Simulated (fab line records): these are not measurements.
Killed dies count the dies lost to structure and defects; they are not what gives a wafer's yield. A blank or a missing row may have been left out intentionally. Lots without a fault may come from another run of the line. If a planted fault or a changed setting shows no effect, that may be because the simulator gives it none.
fab line records	flow n5Finfet
[record] lots = 24	wafers = 72	lastDay = 17
route steps=1938 shown BEOL_M0_SAQP@695 BEOL_M0_CUTY@713 BEOL_M0@729
lots with no fault: from the same line, run without faults
startH: hours from the record's first day to the start of the lot's first wafer shown	waitH: hours elapsed since this lot's preceding step	" the same as in the row above	L1.1+2: several wafers, shown together as one row	- either no value or no given start	* or withheld: withheld	< > ~ a bound
route shown NAME@n: names a module that has steps shown in the file, with the first one's number in the route	usual: the fault-free wafers' mean and standard deviation	same: alike in all rows	chamber/n: place in a boat	sites: readings site by site	_std_site: standard deviation across them	_edge_site: inner sites' mean taken away from outer sites' mean	radiusMm: for every site, how far away it sits from the centre of the wafer	mask NAME#n: copy n	behind: the most recent tool/chamber to have shaped the wafer	hold: why the lot went on hold/how many hours it stayed there/how the hold came to an end	device: transistor that didn't switch, given as n, p or np	end of line: the same wafers' tests at the end of the route	a step without rows: its recipe alone	killed: not the wafer's yield, but the dies lost to structure and defects at the first sort	map: a wafer's dies, x killed, . not, _ none there
set.NAME: the setting that was run; set.NAME@STEP: the one run at that earlier step	model.NAME: the simulator's own value behind a step, which no gauge read
steps of the route over a sample of lots; a table a step, a row a wafer
services: when a tool's chamber went out of use (startH, in hours from the record's first day, below 0 if earlier), for how many hours, and the reason
[[steps]]
[step N5_BEOL_M0_SAQP_CUT_ETCH_46]
[recipe] chemistry = N2/H2	target = SOC	targetDepthA = 1350	overetchA = 270	tempC = 40	timeS = 202.5	ionEnergyEv = 200	maskMaterial = SiARC	pressureMtorr = 30	sourceW = 840	biasW = 150	n2FlowSccm = 200	h2FlowSccm = 200
[usual] drypumpMotorCurrentA = 5.8/0.44	rfVppV = 523.5/2.2	showerheadPlenumPTorr = 2.53/0.071	throttleValvePct = 17.82/0.28
lot.wafer	tool	chamber	startH	waitH	drypumpMotorCurrentA	rfHoursCounterH	rfVppV	showerheadPlenumPTorr	throttleValvePct
L074.1	rieDiel-02	2	120.36	0.0	6.0	141	525.9	2.65	17.96
L074.3	"	0	"	"	5.0	22	522.2	2.48	17.65
L074.6	"	3	"	"	6.3	-	524.5	2.58	17.86
L075.1	rieDiel-02	2	124.11	0.0	6.0	142	527.6	2.64	17.95
L075.3	"	3	"	"	6.3	50	525.3	2.58	17.86
L075.4	"	2	"	"	6.0	-	526.9	2.64	17.96
L076.1	rieDiel-02	0	127.45	0.0	5.0	25	521.7	2.48	17.65
L076.4	"	3	"	"	6.3	-	524.4	2.58	17.86
L076.6	"	0	"	"	5.0	-	521.5	2.48	17.66
L078.2	rieDiel-02	2	133.99	0.0	6.0	146	527.6	2.64	17.96
L078.3	"	3	"	"	6.3	54	524.0	2.58	17.86
L078.6	"	0	"	"	5.0	-	522.8	2.48	17.65
L077.2	rieDiel-01	3	138.88	0.0	6.2	132	520.6	2.44	17.64
L077.5	"	2	"	"	5.9	-	523.0	2.56	18.02
L077.6	"	3	"	"	6.2	-	520.5	2.44	17.64
L079.3	rieDiel-01	3	146.10	0.0	6.2	135	520.7	2.44	17.64
L079.5	"	1	"	"	5.4	-	520.5	2.43	17.50
L079.6	"	2	"	"	5.8	-	524.7	2.56	18.04
L080.2	rieDiel-06	0	148.17	0.0	5.6	244	522.9	2.48	18.10
L080.3	"	1	"	"	5.5	153	524.1	2.55	17.41
L080.4	"	2	"	"	6.2	181	523.9	2.51	18.08
L081.3	rieDiel-01	2	155.70	0.0	5.9	150	523.5	2.56	18.04
L081.4	"	1	"	"	5.4	-	520.9	2.42	17.50
L081.5	"	3	"	"	6.2	-	522.4	2.44	17.66
L082.2	rieDiel-02	1	160.81	0.0	5.8	234	522.7	2.51	18.44
L082.4	"	3	"	"	6.3	66	524.4	2.58	17.90
L082.5	"	0	"	"	5.0	-	522.3	2.48	17.67
L083.1	rieDiel-01	1	162.60	0.0	5.5	163	519.3	2.42	17.51
L083.2	"	2	"	"	5.9	154	523.7	2.56	18.05
L083.4	"	3	"	"	6.2	143	519.4	2.44	17.66
L084.1	rieDiel-02	2	173.72	0.0	6.0	161	527.9	2.64	18.00
L084.2	"	0	"	"	5.0	44	522.9	2.47	17.68
L084.3	"	3	"	"	6.3	70	524.5	2.57	17.90
L085.1	rieDiel-01	0	178.96	0.0	6.3	2	523.7	2.48	17.28
L085.3	"	3	"	"	6.2	150	519.7	2.43	17.66
L085.4	"	1	"	"	5.5	169	520.6	2.42	17.51
L086.1	rieDiel-01	2	189.71	0.0	5.9	164	523.5	2.55	18.08
L086.2	"	0	"	"	6.4	5	522.4	2.48	17.29
L086.4	"	1	"	"	5.5	172	521.4	2.42	17.53
L087.2	rieDiel-06	1	192.65	0.0	5.5	166	524.1	2.55	17.42
L087.4	"	2	"	"	6.2	-	521.6	2.51	18.09
L087.6	"	1	"	"	5.5	-	524.3	2.54	17.45
L088.1	rieDiel-02	0	200.78	0.0	5.0	52	521.9	2.47	17.71
L088.3	"	3	"	"	6.3	78	524.0	2.57	17.92
L088.4	"	2	"	"	6.0	170	528.5	2.63	18.01
L089.1	rieDiel-06	3	203.34	0.0	5.2	210	525.4	2.63	18.09
L089.3	"	0	"	"	5.6	2	523.0	2.48	17.65
L089.6	"	3	"	"	5.2	-	525.7	2.62	18.09
L090.2	rieDiel-02	0	211.40	0.0	5.0	56	523.4	2.47	17.70
L090.4	"	0	"	"	5.0	-	522.0	2.47	17.70
L090.5	"	2	"	"	6.0	-	527.5	2.63	18.01
L091.1	rieDiel-06	3	214.33	0.0	5.2	213	526.8	2.62	18.11
L091.4	"	1	"	"	5.5	171	523.8	2.54	17.42
L091.6	"	2	"	"	6.2	-	524.0	2.51	18.11
L092.1	rieDiel-06	0	226.08	0.0	5.7	9	521.9	2.48	17.68
L092.4	"	2	"	"	6.2	202	522.8	2.51	18.09
L092.5	"	0	"	"	5.6	-	522.8	2.48	17.67
L093.3	rieDiel-02	1	233.95	0.0	5.8	2	523.0	2.50	18.07
L093.4	"	3	"	"	6.4	91	524.4	2.57	17.96
L093.5	"	1	"	"	5.8	-	523.5	2.50	18.07
L094.1	rieDiel-01	2	238.69	0.0	5.9	178	523.9	2.55	18.10
L094.2	"	1	"	"	5.5	188	519.4	2.41	17.53
L094.5	"	1	"	"	5.5	-	520.4	2.41	17.54
L095.2	rieDiel-01	0	245.85	0.0	6.4	25	523.0	2.47	17.30
L095.3	"	3	"	"	6.2	164	520.3	2.43	17.70
L095.4	"	1	"	"	5.4	191	519.4	2.41	17.55
L096.1	rieDiel-06	2	249.19	0.0	6.2	210	524.1	2.50	18.13
L096.4	"	1	"	"	5.5	183	524.7	2.54	17.46
L096.5	"	2	"	"	6.2	-	523.3	2.50	18.12
L097.2	rieDiel-02	0	253.98	0.0	5.0	66	521.8	2.46	17.71
L097.3	"	2	"	"	6.0	189	526.4	2.62	18.04
L097.4	"	3	"	"	6.4	98	524.8	2.56	17.94
[step N5_BEOL_M0_SAQP_ETCH_49]
[recipe] chemistry = CF4/O2	targetDepthA = 370	target = SiO2	pressureMtorr = 40	sourceW = 535	biasW = 49	Ar_flow_sccm = 100	cf4FlowSccm = 100	O2_flow_sccm = 10	ionEnergyEv = 100
[usual] drypumpMotorCurrentA = 5.8/0.42	oes_f_703_au = 0.79/0.076	oesProductAu = 0.79/0.078	rfVppV = 241/4.3	showerheadPlenumPTorr = 2.19/0.054	throttleValvePct = 15.86/0.25
lot.wafer	tool	chamber	startH	waitH	drypumpMotorCurrentA	oes_f_703_au	oesProductAu	rfHoursCounterH	rfVppV	showerheadPlenumPTorr	throttleValvePct
L074.1	rieDiel-02	1	121.24	0.3	5.8	0.68	0.70	231	240	2.17	16.41
L074.3	"	2	"	"	6.0	0.74	0.74	141	242	2.28	16.07
L074.6	"	1	"	"	5.8	0.68	0.69	-	240	2.17	16.39
L075.1	rieDiel-01	1	125.25	0.5	5.5	0.77	0.78	144	234	2.12	15.67
L075.3	"	2	"	"	5.9	0.81	0.79	135	242	2.21	15.88
L075.4	"	1	"	"	5.4	0.77	0.78	-	234	2.12	15.66
L076.1	rieDiel-01	2	128.17	0.3	5.9	0.81	0.79	137	241	2.21	15.88
L076.4	"	2	"	"	5.9	0.82	0.79	-	242	2.21	15.88
L076.6	"	3	"	"	6.2	0.78	0.78	-	249	2.12	15.70
L078.2	rieDiel-02	0	135.08	0.3	5.0	0.90	0.89	29	244	2.16	15.67
L078.3	"	3	"	"	6.3	0.84	0.86	55	245	2.23	15.81
L078.6	"	0	"	"	5.0	0.89	0.89	-	245	2.16	15.68
L077.2	rieDiel-02	2	139.73	0.4	6.0	0.74	0.74	148	241	2.28	16.07
L077.5	"	2	"	"	6.0	0.73	0.73	-	241	2.28	16.09
L077.6	"	0	"	"	5.0	0.89	0.89	-	243	2.16	15.68
L079.3	rieDiel-01	2	146.83	0.3	5.8	0.80	0.78	146	241	2.21	15.89
L079.5	"	3	"	"	6.2	0.77	0.78	-	249	2.12	15.73
L079.6	"	1	"	"	5.4	0.77	0.76	-	232	2.12	15.67
L080.2	rieDiel-01	1	148.89	0.3	5.5	0.76	0.76	156	233	2.12	15.69
L080.3	"	2	"	"	5.9	0.81	0.78	147	243	2.21	15.91
L080.4	"	2	"	"	5.9	0.80	0.79	-	242	2.21	15.90
L081.3	rieDiel-06	0	156.71	0.6	5.6	0.69	0.68	247	240	2.19	16.36
L081.4	"	3	"	"	5.2	0.75	0.73	197	237	2.28	16.08
L081.5	"	3	"	"	5.2	0.75	0.74	-	237	2.28	16.09
L082.2	rieDiel-01	1	161.72	0.4	5.4	0.75	0.75	162	234	2.11	15.69
L082.4	"	2	"	"	5.8	0.79	0.77	-	241	2.21	15.92
L082.5	"	1	"	"	5.5	0.75	0.76	-	234	2.11	15.70
L083.1	rieDiel-01	3	163.33	0.3	6.2	0.76	0.77	143	249	2.12	15.74
L083.2	"	2	"	"	5.8	0.80	0.78	154	242	2.21	15.92
L083.4	"	1	"	"	5.4	0.76	0.76	163	233	2.11	15.70
L084.1	rieDiel-01	3	174.59	0.3	6.2	0.76	0.76	148	249	2.12	15.74
L084.2	"	2	"	"	5.9	0.79	0.77	159	241	2.21	15.90
L084.3	"	1	"	"	5.4	0.75	0.76	167	233	2.11	15.70
L085.1	rieDiel-01	3	179.69	0.3	6.2	0.76	0.76	150	247	2.12	15.75
L085.3	"	1	"	"	5.4	0.75	0.76	170	233	2.11	15.72
L085.4	"	0	"	"	6.4	0.99	0.98	2	240	2.16	15.38
L086.1	rieDiel-01	1	191.28	0.3	5.4	0.75	0.75	172	235	2.11	15.70
L086.2	"	3	"	"	6.2	0.75	0.76	153	248	2.12	15.76
L086.4	"	0	"	"	6.4	0.96	0.96	6	241	2.16	15.39
L087.2	rieDiel-02	1	193.53	0.4	5.8	0.67	0.70	245	242	2.17	16.43
L087.4	"	2	"	"	6.0	0.72	0.72	167	242	2.28	16.11
L087.6	"	1	"	"	5.8	0.67	0.69	-	240	2.17	16.42
L088.1	rieDiel-02	3	201.50	0.3	6.3	0.82	0.84	79	246	2.23	15.85
L088.3	"	1	"	"	5.8	0.66	0.69	248	241	2.17	16.44
L088.4	"	0	"	"	5.0	0.86	0.86	52	243	2.15	15.74
L089.1	rieDiel-02	0	204.18	0.3	5.0	0.86	0.86	53	243	2.15	15.73
L089.3	"	2	"	"	6.0	0.71	0.72	171	241	2.27	16.12
L089.6	"	3	"	"	6.3	0.82	0.83	-	245	2.22	15.86
L090.2	rieDiel-02	0	212.12	0.3	5.0	0.86	0.84	56	243	2.15	15.75
L090.4	"	0	"	"	5.0	0.85	0.84	-	243	2.15	15.76
L090.5	"	2	"	"	6.0	0.71	0.71	-	241	2.27	16.14
L091.1	rieDiel-06	2	215.19	0.3	6.2	0.73	0.71	199	239	2.19	16.24
L091.4	"	1	"	"	5.5	0.73	0.73	172	247	2.20	15.51
L091.6	"	1	"	"	5.5	0.72	0.73	-	246	2.20	15.52
L092.1	rieDiel-06	2	226.97	0.4	6.2	0.73	0.72	203	241	2.19	16.25
L092.4	"	0	"	"	5.6	0.92	0.92	9	239	2.18	15.88
L092.5	"	1	"	"	5.5	0.72	0.73	-	246	2.19	15.54
L093.3	rieDiel-02	0	234.78	0.3	5.0	0.84	0.84	64	243	2.15	15.75
L093.4	"	1	"	"	5.8	0.97	1.00	2	241	2.17	15.97
L093.5	"	2	"	"	6.0	0.71	0.70	-	240	2.27	16.15
L094.1	rieDiel-01	1	239.56	0.3	5.4	0.74	0.73	189	234	2.10	15.74
L094.2	"	0	"	"	6.3	0.92	0.93	23	239	2.15	15.42
L094.5	"	2	"	"	5.8	0.77	0.76	-	242	2.20	15.96
L095.2	rieDiel-06	1	246.57	0.3	5.5	0.72	0.73	183	245	2.19	15.54
L095.3	"	2	"	"	6.2	0.72	0.71	209	240	2.19	16.25
L095.4	"	0	"	"	5.6	0.91	0.91	15	238	2.18	15.89
L096.1	rieDiel-06	1	250.07	0.3	5.5	0.72	0.73	184	246	2.19	15.54
L096.4	"	3	"	"	5.2	0.73	0.71	224	236	2.27	16.14
L096.5	"	3	"	"	5.2	0.73	0.71	-	237	2.27	16.14
L097.2	rieDiel-06	3	254.76	0.3	5.2	0.73	0.70	226	237	2.27	16.15
L097.3	"	0	"	"	5.6	0.89	0.90	17	239	2.18	15.89
L097.4	"	1	"	"	5.5	0.72	0.72	185	246	2.19	15.54
[step N5_BEOL_M0_CUTY_ETCH_63]
[recipe] chemistry = N2/H2	target = SOC	targetDepthA = 827	overetchA = 165	maskMaterial = SiARC	tempC = 40	ionEnergyEv = 200	timeS = 124	pressureMtorr = 30	sourceW = 840	biasW = 150	n2FlowSccm = 200	h2FlowSccm = 200
[usual] drypumpMotorCurrentA = 5.6/0.58	oesProductAu = 0.66/0.068	rfVppV = 523/3.2	showerheadPlenumPTorr = 2.52/0.11	throttleValvePct = 17.83/0.23
lot.wafer	tool	chamber	startH	waitH	drypumpMotorCurrentA	oesProductAu	rfHoursCounterH	rfVppV	showerheadPlenumPTorr	throttleValvePct
L074.1	rieDiel-03	3	121.92	0.0	5.5	0.62	141	517	2.34	17.90
L074.3	"	0	"	"	5.3	0.70	68	523	2.47	17.90
L074.6	"	3	"	"	5.5	0.62	-	516	2.34	17.88
L075.1	rieDiel-05	0	125.78	0.0	5.2	0.64	118	523	2.47	17.68
L075.3	"	2	"	"	6.0	0.66	82	524	2.58	18.02
L075.4	"	3	"	"	4.7	0.69	54	522	2.47	17.85
L076.1	rieDiel-03	2	129.37	0.0	4.8	0.81	1	523	2.52	17.56
L076.4	"	2	"	"	4.8	0.81	-	522	2.52	17.55
L076.6	"	1	"	"	6.4	0.57	-	526	2.62	18.23
L078.2	rieDiel-05	0	135.76	0.0	5.2	0.63	122	523	2.47	17.70
L078.3	"	3	"	"	4.7	0.69	58	523	2.47	17.87
L078.6	"	0	"	"	5.2	0.64	-	520	2.47	17.70
L077.2	rieDiel-03	0	140.30	0.0	5.3	0.69	74	523	2.47	17.89
L077.5	"	2	"	"	4.8	0.81	-	522	2.52	17.55
L077.6	"	1	"	"	6.4	0.57	-	526	2.61	18.25
L079.3	rieDiel-03	2	147.49	0.0	4.8	0.79	7	522	2.52	17.56
L079.5	"	1	"	"	6.3	0.57	-	526	2.61	18.25
L079.6	"	0	"	"	5.3	0.69	-	522	2.47	17.90
L080.2	rieDiel-04	0	149.43	0.0	6.5	0.67	67	526	2.68	17.61
L080.3	"	2	"	"	5.7	0.56	230	522	2.50	17.57
L080.4	"	0	"	"	6.6	0.68	-	528	2.68	17.59
L081.3	rieDiel-04	0	157.25	0.0	6.5	0.68	71	527	2.68	17.61
L081.4	"	1	"	"	6.1	0.73	-	528	2.70	17.47
L081.5	"	0	"	"	6.5	0.68	-	527	2.68	17.61
L082.2	rieDiel-04	2	162.36	0.0	5.8	0.56	237	521	2.49	17.57
L082.4	"	0	"	"	6.5	0.67	-	528	2.68	17.61
L082.5	"	2	"	"	5.7	0.56	-	523	2.49	17.58
L083.1	rieDiel-03	2	164.11	0.0	4.8	0.78	14	522	2.51	17.56
L083.2	"	0	"	"	5.3	0.68	83	521	2.47	17.93
L083.4	"	1	"	"	6.4	0.56	220	525	2.61	18.26
L084.1	rieDiel-04	0	175.13	0.0	6.5	0.67	79	528	2.68	17.63
L084.2	"	2	"	"	5.7	0.57	241	522	2.49	17.57
L084.3	"	1	"	"	6.1	0.72	47	528	2.69	17.48
L085.1	rieDiel-05	2	180.23	0.0	5.9	0.64	102	525	2.57	18.05
L085.3	"	3	"	"	4.7	0.67	74	522	2.46	17.89
L085.4	"	0	"	"	5.2	0.62	136	520	2.46	17.73
L086.1	rieDiel-04	1	192.05	0.0	6.1	0.71	53	528	2.69	17.50
L086.2	"	0	"	"	6.5	0.67	85	527	2.67	17.64
L086.4	"	3	"	"	5.9	0.78	7	527	2.69	17.74
L087.2	rieDiel-03	0	194.20	0.0	5.3	0.68	94	522	2.46	17.93
L087.4	"	2	"	"	4.8	0.75	23	522	2.51	17.58
L087.6	"	2	"	"	4.8	0.75	-	523	2.51	17.58
L088.1	rieDiel-04	1	202.46	0.0	6.1	0.70	57	526	2.69	17.49
L088.3	"	3	"	"	6.0	0.77	11	528	2.69	17.75
L088.4	"	3	"	"	6.0	0.78	-	528	2.69	17.75
L089.1	rieDiel-05	1	204.84	0.0	5.9	0.67	92	522	2.45	17.85
L089.3	"	2	"	"	6.0	0.65	111	525	2.56	18.08
L089.6	"	1	"	"	5.8	0.67	-	521	2.45	17.84
L090.2	rieDiel-05	0	213.28	0.0	5.2	0.61	147	522	2.46	17.74
L090.4	"	1	"	"	5.9	0.67	95	522	2.45	17.88
L090.5	"	1	"	"	5.8	0.67	-	522	2.45	17.85
L091.1	rieDiel-03	1	215.89	0.0	6.3	0.56	238	527	2.60	18.28
L091.4	"	0	"	"	5.3	0.67	101	523	2.46	17.96
L091.6	"	1	"	"	6.4	0.55	-	526	2.60	18.27
L092.1	rieDiel-03	1	227.63	0.0	6.4	0.55	241	526	2.60	18.29
L092.4	"	0	"	"	5.3	0.67	105	522	2.46	17.95
L092.5	"	2	"	"	4.8	0.73	-	523	2.50	17.61
L093.3	rieDiel-03	3	235.32	0.0	5.5	0.59	182	518	2.33	17.96
L093.4	"	1	"	"	6.3	0.54	243	524	2.60	18.30
L093.5	"	2	"	"	4.8	0.74	-	522	2.50	17.60
L094.1	rieDiel-03	0	240.38	0.0	5.3	0.66	110	521	2.46	17.96
L094.2	"	2	"	"	4.8	0.73	38	522	2.50	17.61
L094.5	"	3	"	"	5.5	0.59	-	517	2.33	17.98
L095.2	rieDiel-05	0	247.11	0.0	5.2	0.62	160	523	2.45	17.76
L095.3	"	2	"	"	5.9	0.63	124	524	2.56	18.10
L095.4	"	1	"	"	5.8	0.66	106	522	2.44	17.88
L096.1	rieDiel-05	2	250.71	0.0	6.0	0.64	126	523	2.56	18.09
L096.4	"	1	"	"	5.9	0.66	108	521	2.44	17.87
L096.5	"	0	"	"	5.2	0.61	-	521	2.45	17.76
L097.2	rieDiel-03	1	255.42	0.0	6.3	0.55	249	526	2.60	18.31
L097.3	"	3	"	"	5.5	0.59	189	518	2.32	18.00
L097.4	"	2	"	"	4.8	0.73	43	523	2.50	17.63
[step N5_BEOL_M0_DEGAS_112]
[recipe] ambient = vacuum	tempC = 250	timeS = 60
[usual] heaterPowerW = 324/39
lot.wafer	tool	chamber	startH	waitH	heaterPowerW
L074.1	pvdSputter-03	-	125.95	0.2	307
L074.3	"	-	"	"	312
L074.6	"	-	"	"	294
L075.1	pvdSputter-01	-	128.89	1.4	317
L075.3	"	-	"	"	414
L075.4	"	-	"	"	361
L076.1	pvdSputter-02	-	133.57	0.4	384
L076.4	"	-	"	"	279
L076.6	"	-	"	"	269
L078.2	pvdSputter-02	-	139.92	0.5	277
L078.3	"	-	"	"	308
L078.6	"	-	"	"	325
L077.2	pvdSputter-02	-	143.70	0.3	325
L077.5	"	-	"	"	269
L077.6	"	-	"	"	333
L079.3	pvdSputter-02	-	150.71	0.3	300
L079.5	"	-	"	"	277
L079.6	"	-	"	"	372
L080.2	pvdSputter-02	-	151.27	0.4	306
L080.3	"	-	"	"	271
L080.4	"	-	"	"	329
L081.3	pvdSputter-02	-	160.29	0.3	304
L081.4	"	-	"	"	334
L081.5	"	-	"	"	306
L082.2	pvdSputter-01	-	166.56	0.2	398
L082.4	"	-	"	"	365
L082.5	"	-	"	"	312
L083.1	pvdSputter-02	-	166.83	0.4	299
L083.2	"	-	"	"	384
L083.4	"	-	"	"	274
L084.1	pvdSputter-01	-	176.84	0.5	407
L084.2	"	-	"	"	353
L084.3	"	-	"	"	293
L085.1	pvdSputter-01	-	182.34	0.6	356
L085.3	"	-	"	"	395
L085.4	"	-	"	"	285
L086.1	pvdSputter-01	-	193.47	0.2	313
L086.2	"	-	"	"	291
L086.4	"	-	"	"	363
L087.2	pvdSputter-02	-	197.00	0.2	309
L087.4	"	-	"	"	388
L087.6	"	-	"	"	381
L089.1	pvdSputter-01	-	206.71	0.2	358
L089.3	"	-	"	"	306
L089.6	"	-	"	"	292
L088.1	pvdSputter-03	-	209.14	1.4	297
L088.3	"	-	"	"	312
L088.4	"	-	"	"	291
L090.2	pvdSputter-01	-	217.15	0.6	318
L090.4	"	-	"	"	406
L090.5	"	-	"	"	397
L091.1	pvdSputter-03	-	221.20	0.6	288
L091.4	"	-	"	"	313
L091.6	"	-	"	"	316
L092.1	pvdSputter-03	-	229.54	0.6	308
L092.4	"	-	"	"	292
L092.5	"	-	"	"	315
L093.3	pvdSputter-03	-	236.71	0.2	306
L093.4	"	-	"	"	296
L093.5	"	-	"	"	313
L094.1	pvdSputter-03	-	244.95	0.5	289
L094.2	"	-	"	"	298
L094.5	"	-	"	"	314
L095.2	pvdSputter-03	-	248.95	0.5	305
L095.3	"	-	"	"	295
L095.4	"	-	"	"	300
L096.1	pvdSputter-02	-	254.81	0.5	307
L096.4	"	-	"	"	389
L096.5	"	-	"	"	387
L097.2	pvdSputter-01	-	259.76	0.4	285
L097.3	"	-	"	"	396
L097.4	"	-	"	"	307
[step N5_BEOL_M0_SURFACE_TREAT_137]
[recipe] gas = Ar	timeS = *	ionEnergyEv = *	ionCurrentMaCm2 = 0.5	pressureMtorr = *	arFlowSccm = 30
[usual] throttleValvePct = *
lot.wafer	tool	chamber	startH	waitH	throttleValvePct
L074.1	pvdSputter-01	-	126.29	0.1	*
L074.3	"	-	"	"	*
L074.6	"	-	"	"	*
L075.1	pvdSputter-01	-	129.23	0.1	*
L075.3	"	-	"	"	*
L075.4	"	-	"	"	*
L076.1	pvdSputter-03	-	133.92	0.1	*
L076.4	"	-	"	"	*
L076.6	"	-	"	"	*
L078.2	pvdSputter-01	-	140.38	0.2	*
L078.3	"	-	"	"	*
L078.6	"	-	"	"	*
L077.2	pvdSputter-02	-	144.28	0.3	*
L077.5	"	-	"	"	*
L077.6	"	-	"	"	*
L079.3	pvdSputter-03	-	151.22	0.3	*
L079.5	"	-	"	"	*
L079.6	"	-	"	"	*
L080.2	pvdSputter-02	-	151.91	0.2	*
L080.3	"	-	"	"	*
L080.4	"	-	"	"	*
L081.3	pvdSputter-02	-	160.73	0.2	*
L081.4	"	-	"	"	*
L081.5	"	-	"	"	*
L082.2	pvdSputter-02	-	166.91	0.1	*
L082.4	"	-	"	"	*
L082.5	"	-	"	"	*
L083.1	pvdSputter-02	-	167.57	0.5	*
L083.2	"	-	"	"	*
L083.4	"	-	"	"	*
L084.1	pvdSputter-02	-	177.19	0.1	*
L084.2	"	-	"	"	*
L084.3	"	-	"	"	*
L085.1	pvdSputter-01	-	182.96	0.4	*
L085.3	"	-	"	"	*
L085.4	"	-	"	"	*
L086.1	pvdSputter-03	-	193.83	0.2	*
L086.2	"	-	"	"	*
L086.4	"	-	"	"	*
L087.2	pvdSputter-01	-	197.35	0.1	*
L087.4	"	-	"	"	*
L087.6	"	-	"	"	*
L089.1	pvdSputter-01	-	207.23	0.3	*
L089.3	"	-	"	"	*
L089.6	"	-	"	"	*
L088.1	pvdSputter-01	-	209.55	0.2	*
L088.3	"	-	"	"	*
L088.4	"	-	"	"	*
L090.2	pvdSputter-01	-	219.25	1.7	*
L090.4	"	-	"	"	*
L090.5	"	-	"	"	*
L091.1	pvdSputter-02	-	221.61	0.2	*
L091.4	"	-	"	"	*
L091.6	"	-	"	"	*
L092.1	pvdSputter-03	-	229.98	0.2	*
L092.4	"	-	"	"	*
L092.5	"	-	"	"	*
L093.3	pvdSputter-01	-	237.04	0.1	*
L093.4	"	-	"	"	*
L093.5	"	-	"	"	*
L094.1	pvdSputter-01	-	245.33	0.2	*
L094.2	"	-	"	"	*
L094.5	"	-	"	"	*
L095.2	pvdSputter-03	-	249.39	0.2	*
L095.3	"	-	"	"	*
L095.4	"	-	"	"	*
L096.1	pvdSputter-03	-	255.36	0.1	*
L096.4	"	-	"	"	*
L096.5	"	-	"	"	*
L097.2	pvdSputter-02	-	261.49	1.3	*
L097.3	"	-	"	"	*
L097.4	"	-	"	"	*
[step N5_BEOL_M0_SPUTTER_116]
[recipe] material = Cu	targetThkA = 40	tempC = -20	chamberPressurePa = 0.07	powerW = withheld	timeS = 7.37
[usual] throttleValvePct = 29.8/0.96
lot.wafer	tool	chamber	startH	waitH	throttleValvePct
L074.1	pvdSputter-01	-	126.51	0.1	29.9
L074.3	"	-	"	"	30.4
L074.6	"	-	"	"	27.7
L075.1	pvdSputter-03	-	129.54	0.1	31.7
L075.3	"	-	"	"	30.6
L075.4	"	-	"	"	29.5
L076.1	pvdSputter-02	-	134.23	0.2	28.6
L076.4	"	-	"	"	30.1
L076.6	"	-	"	"	30.2
L078.2	pvdSputter-02	-	142.36	1.7	28.8
L078.3	"	-	"	"	30.0
L078.6	"	-	"	"	28.8
L077.2	pvdSputter-02	-	144.64	0.1	28.7
L077.5	"	-	"	"	28.8
L077.6	"	-	"	"	30.4
L079.3	pvdSputter-02	-	151.43	0.1	30.1
L079.5	"	-	"	"	30.2
L079.6	"	-	"	"	28.6
L080.2	pvdSputter-02	-	152.13	0.1	28.6
L080.3	"	-	"	"	30.2
L080.4	"	-	"	"	29.9
L081.3	pvdSputter-01	-	161.17	0.3	30.0
L081.4	"	-	"	"	30.4
L081.5	"	-	"	"	29.7
L082.2	pvdSputter-02	-	167.13	0.1	29.9
L082.4	"	-	"	"	28.5
L082.5	"	-	"	"	30.0
L083.1	pvdSputter-03	-	167.79	0.1	30.6
L083.2	"	-	"	"	29.8
L083.4	"	-	"	"	30.7
L084.1	pvdSputter-01	-	177.66	0.3	30.4
L084.2	"	-	"	"	29.8
L084.3	"	-	"	"	30.2
L085.1	pvdSputter-01	-	183.48	0.4	27.7
L085.3	"	-	"	"	30.1
L085.4	"	-	"	"	30.7
L086.1	pvdSputter-01	-	194.15	0.1	29.5
L086.2	"	-	"	"	30.2
L086.4	"	-	"	"	30.6
L087.2	pvdSputter-03	-	198.52	1.0	30.2
L087.4	"	-	"	"	29.5
L087.6	"	-	"	"	30.2
L089.1	pvdSputter-02	-	207.39	0.1	30.2
L089.3	"	-	"	"	29.9
L089.6	"	-	"	"	30.0
L088.1	pvdSputter-02	-	209.71	0.1	29.8
L088.3	"	-	"	"	30.3
L088.4	"	-	"	"	28.9
L090.2	pvdSputter-01	-	219.43	0.1	27.2
L090.4	"	-	"	"	30.6
L090.5	"	-	"	"	27.3
L091.1	pvdSputter-02	-	222.05	0.1	30.1
L091.4	"	-	"	"	30.2
L091.6	"	-	"	"	28.8
L092.1	pvdSputter-02	-	230.91	0.6	28.8
L092.4	"	-	"	"	30.2
L092.5	"	-	"	"	29.7
L093.3	pvdSputter-01	-	237.28	0.1	30.1
L093.4	"	-	"	"	27.4
L093.5	"	-	"	"	29.9
L094.1	pvdSputter-03	-	245.69	0.1	29.6
L094.2	"	-	"	"	29.8
L094.5	"	-	"	"	29.6
L095.2	pvdSputter-03	-	249.63	0.1	29.8
L095.3	"	-	"	"	31.8
L095.4	"	-	"	"	29.7
L096.1	pvdSputter-02	-	255.53	0.1	28.6
L096.4	"	-	"	"	30.0
L096.5	"	-	"	"	30.2
L097.2	pvdSputter-01	-	261.68	0.1	30.4
L097.3	"	-	"	"	29.9
L097.4	"	-	"	"	27.5
[[services]]
tool	chamber	startH	hours	kind
rieDiel-02	-	97.54	0.5	repair
rieDiel-05	3	105.12	2.2	repair
rieDiel-02	-	113.36	0.2	repair
rieDiel-01	0	117.13	8.1	repair
rieDiel-02	1	122.10	29.3	repair
rieDiel-01	0	125.25	-	clean
rieDiel-01	0	125.25	-	consumableReplace:focusRing
rieDiel-01	0	125.25	36.8	scheduledDown
rieDiel-01	0	125.25	36.8	ventCycle
rieDiel-06	3	134.11	4.1	repair
pvdSputter-03	-	152.30	1.4	repair
rieDiel-05	0	167.54	4.6	repair
rieDiel-06	0	170.31	-	clean
rieDiel-06	-	176.96	1.2	repair
rieDiel-03	2	185.10	3.2	repair
rieDiel-05	-	196.32	1.0	repair
rieDiel-04	-	199.04	0.5	repair
rieDiel-06	2	204.70	3.3	repair
rieDiel-02	1	208.27	-	clean
rieDiel-02	1	208.27	-	consumableReplace:focusRing
rieDiel-02	1	208.27	17.2	scheduledDown
rieDiel-02	1	208.27	17.2	ventCycle
rieDiel-02	0	242.88	8.6	repair
rieDiel-06	-	246.07	0.3	repair
[[key]]
fault none
